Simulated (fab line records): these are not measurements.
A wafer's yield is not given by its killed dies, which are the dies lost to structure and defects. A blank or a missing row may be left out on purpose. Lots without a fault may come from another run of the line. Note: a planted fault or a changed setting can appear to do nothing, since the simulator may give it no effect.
Chamber matching / flow n5Finfet / N5_BEOL_M5_ILD_DEP_00 on pecvd-03 has 3 sister chambers
The step deposits SiCOH lowk from DEMS/porogen, target thk 140.64 nm, time 25.9 s. 6 wafers are shown with their chamber, then 9 later ones without.

== EACH WAFER AND ITS CHAMBER ==
wafer=L085.1; chamber=1; throttleValvePct (%)=14.6; showerheadPlenumPTorr (Torr)=5.754
wafer=L085.2; chamber=2; throttleValvePct (%)=13.5; showerheadPlenumPTorr (Torr)=5.737
wafer=L085.3; chamber=0; throttleValvePct (%)=14.0; showerheadPlenumPTorr (Torr)=5.727
wafer=L087.2; chamber=0; throttleValvePct (%)=13.9; showerheadPlenumPTorr (Torr)=5.712
wafer=L087.3; chamber=1; throttleValvePct (%)=14.2; showerheadPlenumPTorr (Torr)=5.746
wafer=L087.4; chamber=2; throttleValvePct (%)=13.2; showerheadPlenumPTorr (Torr)=5.727

== WAFERS WITHOUT THEIR CHAMBER ==
wafer=L090.1; throttleValvePct (%)=14.4; showerheadPlenumPTorr (Torr)=5.755
wafer=L090.2; throttleValvePct (%)=13.5; showerheadPlenumPTorr (Torr)=5.735
wafer=L090.3; throttleValvePct (%)=13.8; showerheadPlenumPTorr (Torr)=5.727
wafer=L096.1; throttleValvePct (%)=14.5; showerheadPlenumPTorr (Torr)=5.732
wafer=L096.4; throttleValvePct (%)=14.4; showerheadPlenumPTorr (Torr)=5.757
wafer=L096.6; throttleValvePct (%)=13.2; showerheadPlenumPTorr (Torr)=5.724
wafer=L097.2; throttleValvePct (%)=13.1; showerheadPlenumPTorr (Torr)=5.745
wafer=L097.5; throttleValvePct (%)=14.1; showerheadPlenumPTorr (Torr)=5.730
wafer=L097.6; throttleValvePct (%)=13.4; showerheadPlenumPTorr (Torr)=5.746

== WHICH CHAMBER EACH ONE RAN IN ==
wafer=L090.1; from the rows above=1; in truth=1
wafer=L090.2; from the rows above=2; in truth=2
wafer=L090.3; from the rows above=can't be placed: 0 or 2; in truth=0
wafer=L096.1; from the rows above=can't be placed: 1 or 0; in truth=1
wafer=L096.4; from the rows above=1; in truth=1
wafer=L096.6; from the rows above=2; in truth=2
wafer=L097.2; from the rows above=2; in truth=2
wafer=L097.5; from the rows above=can't be placed: 0 or 1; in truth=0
wafer=L097.6; from the rows above=2; in truth=2
Correctly placed: 6 of 9. Cannot be placed on the basis of these rows: 3; the candidates contain the true chamber in 3. 0 placed wrongly.
How it was worked out, from the rows above alone: a wafer's distance from a chamber is the root of the sum, over the readings, of the square of ((its reading less the chamber's mean) divided by the reading's scatter). The wafer belongs to the nearest chamber; if the next one is less than 2 further off, it can't be placed. A chamber's mean is the mean of its shown wafers. The scatter is the square root of a quotient: the sum, over the shown wafers, of each reading's squared deviation from its chamber's mean, divided by wafers minus chambers.
